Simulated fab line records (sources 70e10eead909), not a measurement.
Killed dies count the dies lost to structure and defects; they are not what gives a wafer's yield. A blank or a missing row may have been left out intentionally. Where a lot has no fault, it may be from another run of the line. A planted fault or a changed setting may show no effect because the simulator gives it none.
Comparing a struck lot with a sound one    flow nand_harc    42 out of 1302 route steps
Sound: wafers L399.2, L399.3, L399.5. Struck: wafers L412.2, L412.3. (L412.1 of the same lot was not struck and is left out.) The cause comes at the end.
Per side, at each step with rows, come the tool, then ch with its chambers, and then its first start. Under that, the readings that differ: sound wafers    struck wafers    difference of the means    sigmas: that difference in standard deviations of wafers without a fault.
alike: same words and numbers on both sides, and readings whose means sit less than 2 such deviations apart. not compared: any withheld reading, any reading some wafer has no value for, any bound like >300 that may hide the same value, and any number with overlapping values for which the record gives no deviation.
The two part at a step that has a row with sigmas, a row that says differs or no value, or rows on one side only. Numbers that have no deviation but don't overlap get no sigmas and don't part them. A reading missing from all wafers of one side parts the sides only when that side holds two or more wafers.

NHARC_A_CONTACT_ETCH_49: etches the open film in N2/H2, target depth 260 nm, time 475.3 s.
  sound: rie_diel-01 ch 0,2,3; struck: rie_diel-02 ch 0,2
reading       sound              struck       difference  sigmas
rf_vpp_V (V)  430.1 434.1 431.6  427.4 425.1  -5.7        -2
  alike: chamber_pressure_mTorr, drypump_motor_current_A, n2_flow_sccm, oes_product_au, showerhead_plenum_p_Torr, throttle_valve_pct
  not compared: rf_hours_counter_h
then, 1 step without rows for these wafers: NHARC_A_CONTACT_ETCH_50 (etches the open film in CF4/CHF3, target depth 121 nm, time 60.5 s).
NHARC_A_CONTACT_ETCH_51: etches the open film in O2/COS, target depth 7000 nm, time 1820 s.
  sound: rie_diel-01 ch 1,3; struck: rie_diel-02 ch 0,1
reading                          sound           struck     difference  sigmas
showerhead_plenum_p_Torr (Torr)  3.20 3.37 3.20  2.89 3.01  -0.31       -2
  alike: chamber_pressure_mTorr, drypump_motor_current_A, o2_flow_sccm, oes_product_au, rf_vpp_V, throttle_valve_pct
  not compared: rf_hours_counter_h
NHARC_A_CONTACT_ETCH_111: etches the open film in C4F8/O2/Ar, time 140 s, target depth 700 nm.
  sound on har_cap_etch-03 ch 0,1, day 24 00:09; struck on har_cap_etch-03 ch 0, day 28 23:56
  alike: chamber_pressure_mTorr
  not compared: rf_hours_counter_h
then, 2 steps without rows for these wafers: NHARC_A_CONTACT_ETCH_112 (etches the open film in C4F8/O2/Ar, time 190 s, target depth 1850 nm); NHARC_A_CONTACT_ETCH_113 (etches the open film in C4F8/O2/Ar, time 190 s, target depth 1850 nm).
NHARC_A_CONTACT_ETCH_114: etches the open film in C4F8/O2/Ar, time 190 s, target depth 1850 nm.
  sound on har_cap_etch-03 ch 0,1, day 24 00:41; struck on har_cap_etch-03 ch 0, day 29 00:29
  alike: chamber_pressure_mTorr
  not compared: rf_hours_counter_h
then, 5 steps without rows for these wafers: NHARC_A_CONTACT_ETCH_115 (etches the open film in C4F8/O2/Ar, time 190 s, target depth 1850 nm); NHARC_A_CONTACT_ETCH_116 (etches the open film in C4F8/O2/Ar, time 190 s, target depth 1850 nm); NHARC_A_CONTACT_ETCH_117 (etches the open film in C4F8/O2/Ar, time 190 s, target depth 1850 nm); NHARC_A_CONTACT_ETCH_118 (etches the open film in C4F8/O2/Ar, time 190 s, target depth 1850 nm); NHARC_A_CONTACT_ETCH_119 (etches the open film in C4F8/O2/Ar, time 190 s, target depth 1850 nm).
NHARC_A_CONTACT_ETCH_120: etches the open film in C4F8/O2/Ar, time 190 s, target depth 1850 nm.
  sound on har_cap_etch-03 ch 0,1, day 24 01:43; struck on har_cap_etch-03 ch 0, day 29 01:31
  alike: chamber_pressure_mTorr
  not compared: rf_hours_counter_h
then, 5 steps without rows for these wafers: NHARC_A_CONTACT_ETCH_121 (etches the open film in C4F8/O2/Ar, time 190 s, target depth 1850 nm); NHARC_A_CONTACT_ETCH_122 (etches the open film in C4F8/O2/Ar, time 190 s, target depth 1850 nm); NHARC_A_CONTACT_ETCH_123 (etches the open film in C4F8/O2/Ar, time 490 s, target depth 2110 nm); NHARC_A_CONTACT_ETCH_90 (etches the open film in CH3F/O2, target depth 40 nm, time 85.7 s); NHARC_A_CONTACT_ETCH_96 (etches the open film in C4F6/O2, target depth 20 nm, time 10 s).
NHARC_A_CONTACT_CD_MEAS_53:
  sound: cd_sem-03 at day 24 03:30; struck: cd_sem-03 at day 29 03:13
  alike: cd_nm
then, 6 steps without rows for these wafers: NHARC_A_CONTACT_STRIP_99 (strips in N2/H2); NHARC_A_CONTACT_STRIP_100 (strips in CF4/CHF3); NHARC_A_CONTACT_STRIP_101 (strips in O2/COS); NHARC_A_CONTACT_ETCH_102 (etches the open film in CF4/O2, target depth 100 nm, overetch 10 nm, time 55 s); NHARC_A_CONTACT_STRIP_55 (strips in O2); NHARC_A_CONTACT_STRIP_56 (strips in post etch residue remover, time 600 s).
NHARC_A_CONTACT_DEP_57: deposits aC, target thk 5300 nm.
  sound on acl_dep-02 ch 0, day 24 05:48; struck on acl_dep-01 ch 0, day 29 04:10
  alike: throttle_valve_pct
then, 11 steps without rows for these wafers: NHARC_A_CONTACT_DEP_58 (deposits SiON, target thk 90 nm); NHARC_A_CONTACT_DEHYDRATE_59 (time 120 s); NHARC_A_CONTACT_HMDS_60 (time 30 s); NHARC_A_CONTACT_COAT_61 (time 75 s); NHARC_A_CONTACT_COAT_62 (time 65 s); NHARC_A_CONTACT_COAT_63 (resist thk 90 nm); NHARC_A_CONTACT_SOFTBAKE_64 (time 55 s); NHARC_A_CONTACT_EBR_65; NHARC_A_CONTACT_EXPOSE_66 (exposes mask A CC 2); NHARC_A_CONTACT_PEB_67 (peb time 65 s); NHARC_A_CONTACT_DEVELOP_68 (develop time 35 s).
NHARC_A_CONTACT_CD_MEAS_69 targets a cd of 300 nm.
  sound on cd_sem-03 ch 0, day 24 09:14; struck on cd_sem-03 ch 0, day 29 08:04
  alike: cd_nm
NHARC_A_CONTACT_OVL_MEAS_70:
  sound: overlay-02 at day 24 09:20; struck: overlay-01 at day 29 08:10
  alike: overlay_x_nm, overlay_y_nm
then, 2 steps without rows for these wafers: NHARC_A_CONTACT_DESCUM_74 (chemistry O2, time 3 s); NHARC_A_CONTACT_ETCH_75 (etches the open film in CF4, target depth 39 nm, time 65 s).
-- record jumps: 3 days between struck wafers' starts before vs after; left off in module A_CONTACT, resumes in module END, first step shown is number 1302 of the route --
NHARC_END_SORT_01:
  sound on prober-02 ch 0, day 27 01:37; struck on prober-01 ch 0, day 31 20:16
reading          sound     struck   difference  sigmas
killed_at_array  86 85 81  175 191  +99         +6
killed_dies      86 87 82  177 192  +100        +6
  alike: killed_at_other, killed_at_periphery, killed_open, killed_short

## WHERE THEY PART
Last at NHARC_END_SORT_01 as far as this record goes, first at NHARC_A_CONTACT_ETCH_49.

WHY: whatever the simulator had introduced
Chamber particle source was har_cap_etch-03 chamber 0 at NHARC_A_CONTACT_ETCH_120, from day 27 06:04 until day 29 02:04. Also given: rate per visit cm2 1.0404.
